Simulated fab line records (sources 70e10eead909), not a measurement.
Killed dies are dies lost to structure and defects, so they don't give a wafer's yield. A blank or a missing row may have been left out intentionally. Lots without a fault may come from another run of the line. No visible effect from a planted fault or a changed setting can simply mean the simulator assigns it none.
Matching of chambers :: flow nand-harc :: NHARC_A_BLC_ALD_23 on ald-metal-04: 4 sister chambers
The step deposits TiN, target thk 3 nm, pulse time 1 s, ald cycles 150. 8 wafers are shown with their chamber, then 7 later ones without.

## WAFERS, EACH WITH ITS CHAMBER
wafer: L084.3
chamber: 0
heater-power-w (W): 884
precursor-pulse-height-rel: 1.018

wafer: L089.4
chamber: 0
heater-power-w (W): 907
precursor-pulse-height-rel: 0.954

wafer: L089.6
chamber: 3
heater-power-w (W): 1047
precursor-pulse-height-rel: 1.000

wafer: L087.2
chamber: 3
heater-power-w (W): 1043
precursor-pulse-height-rel: 0.973

wafer: L087.4
chamber: 2
heater-power-w (W): 956
precursor-pulse-height-rel: 0.976

wafer: L087.5
chamber: 1
heater-power-w (W): 1003
precursor-pulse-height-rel: 0.988

wafer: L090.3
chamber: 2
heater-power-w (W): 966
precursor-pulse-height-rel: 1.029

wafer: L090.5
chamber: 1
heater-power-w (W): 1002
precursor-pulse-height-rel: 1.029

## WAFERS WHOSE CHAMBER IS MISSING
wafer: L090.6
heater-power-w (W): 884
precursor-pulse-height-rel: 0.992

wafer: L091.1
heater-power-w (W): 1050
precursor-pulse-height-rel: 0.987

wafer: L091.3
heater-power-w (W): 997
precursor-pulse-height-rel: 1.011

wafer: L091.4
heater-power-w (W): 902
precursor-pulse-height-rel: 1.001

wafer: L093.3
heater-power-w (W): 999
precursor-pulse-height-rel: 1.019

wafer: L093.4
heater-power-w (W): 894
precursor-pulse-height-rel: 1.042

wafer: L093.6
heater-power-w (W): 981
precursor-pulse-height-rel: 1.006

## THE CHAMBER EACH PASSED THROUGH
wafer: L090.6
from the rows above: 0
in truth: 0

wafer: L091.1
from the rows above: 3
in truth: 3

wafer: L091.3
from the rows above: 1
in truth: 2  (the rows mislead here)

wafer: L091.4
from the rows above: 0
in truth: 0

wafer: L093.3
from the rows above: 1
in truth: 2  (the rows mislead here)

wafer: L093.4
from the rows above: 0
in truth: 0

wafer: L093.6
from the rows above: can't be placed: 2 or 1
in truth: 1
Placed correctly: 4 of 7. These rows do not allow placing 1 (true chamber among the candidates in 1). 2 placed wrongly.
How it was worked out, from the rows above alone: a wafer's distance from a chamber is the root of the sum, over the readings, of the square of ((its reading less the chamber's mean) divided by the reading's scatter). If the next closest chamber is less than 2 further off than the closest, the wafer can't be placed; otherwise it belongs to the closest. Each chamber's mean is taken over the wafers shown for it. The scatter: take each reading less its chamber's mean, square it, sum over the shown wafers, divide by the number of wafers less the number of chambers, and take the root.
